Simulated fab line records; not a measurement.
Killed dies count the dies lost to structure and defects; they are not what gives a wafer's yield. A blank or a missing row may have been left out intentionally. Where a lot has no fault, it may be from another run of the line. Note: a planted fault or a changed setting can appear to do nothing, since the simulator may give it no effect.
Comparing a struck lot with a sound one ; flow nand-harc ; 14 steps out of a route of 1302
Sound: the wafers L327.2, L327.4, L327.5. The struck wafers were L338.1, L338.2, L338.4. At the end, the cause is stated.
Each step with rows lists, per side, the tool, then ch with its chambers, then its first start. Under that, the readings that differ: sound wafers ; struck wafers ; difference of the means ; sigmas: that difference in standard deviations of wafers without a fault.
alike: words and numbers the same on both sides, and readings whose means are apart by under 2 such deviations; not compared: readings that were withheld, readings missing a value for some wafer, numbers with overlapping values and no deviation given by the record, and bounds like >300 which may hide the same value.
The two part at a step that has a row with sigmas, a row that says differs or no value, or rows on one side only. Numbers that don't overlap but have no deviation are shown without sigmas and don't part them. A reading missing from all wafers of one side parts the sides only when that side holds two or more wafers.

NHARC_A_ONON_D2_THK_MEAS_02: measures by ellipsometry.
  sound on film-metro-01, day 14 07:22; struck on film-metro-01, day 18 07:59
  alike: thk-nm
following that, 1 step holds no rows for these wafers, namely NHARC_A_ONON_D2_DEP_03 (target thickness 1000 nm).
NHARC_A_ONON_D2_THK_MEAS_05: measures by ellipsometry.
  sound on film-metro-02, day 14 07:56; struck on film-metro-01, day 18 08:33
reading;sound;struck;difference;sigmas
thk-nm (nm);980 980 981;1004 1004 1005;+24;+2
following that, 1 step holds no rows for these wafers, namely NHARC_A_ONON_D2_DEP_06 (target thickness 1000 nm).
NHARC_A_ONON_D2_THK_MEAS_08: measures by ellipsometry.
  sound on film-metro-02, day 14 08:31; struck on film-metro-02, day 18 09:07
  alike: thk-nm
following that, 1 step holds no rows for these wafers, namely NHARC_A_ONON_D2_DEP_09 (target thickness 1000 nm).
NHARC_A_ONON_D2_THK_MEAS_11: measures by ellipsometry.
  sound on film-metro-01, day 14 09:04; struck on film-metro-01, day 18 09:42
  alike: thk-nm
following that, 1 step holds no rows for these wafers, namely NHARC_A_ONON_D2_DEP_12 (target thickness 1000 nm).
NHARC_A_ONON_D2_THK_MEAS_14: measures by ellipsometry.
  sound on film-metro-02, day 14 09:39; struck on film-metro-02, day 18 10:16
  alike: thk-nm
then, 2 steps without rows for these wafers: NHARC_A_ONON_D2_ANNEAL_15 (time 3600 s); NHARC_A_ONON_D2_DEP_16 (target thk 1000 nm).
NHARC_A_ONON_D2_THK_MEAS_18: measures by ellipsometry.
  sound on film-metro-01, day 14 17:49; struck on film-metro-01, day 18 17:37
  alike: thk-nm
NHARC_A_ONON_D2_DEP_19: target thk 1000 nm.
  sound on pecvd-onon-04 ch 0, day 14 17:56; struck on pecvd-onon-02 ch 0, day 18 17:40
NHARC_A_ONON_D2_THK_MEAS_21: measures by ellipsometry.
  sound on film-metro-02, day 14 18:23; struck on film-metro-01, day 18 18:21
reading;sound;struck;difference;sigmas
thk-nm (nm);985 985 985;1537 1536 1535;+551;+50
  not compared: hold

WHERE THEY PART
First at NHARC_A_ONON_D2_THK_MEAS_05; last, within this record, at NHARC_A_ONON_D2_THK_MEAS_21.

WHY: what had been put in by the simulator
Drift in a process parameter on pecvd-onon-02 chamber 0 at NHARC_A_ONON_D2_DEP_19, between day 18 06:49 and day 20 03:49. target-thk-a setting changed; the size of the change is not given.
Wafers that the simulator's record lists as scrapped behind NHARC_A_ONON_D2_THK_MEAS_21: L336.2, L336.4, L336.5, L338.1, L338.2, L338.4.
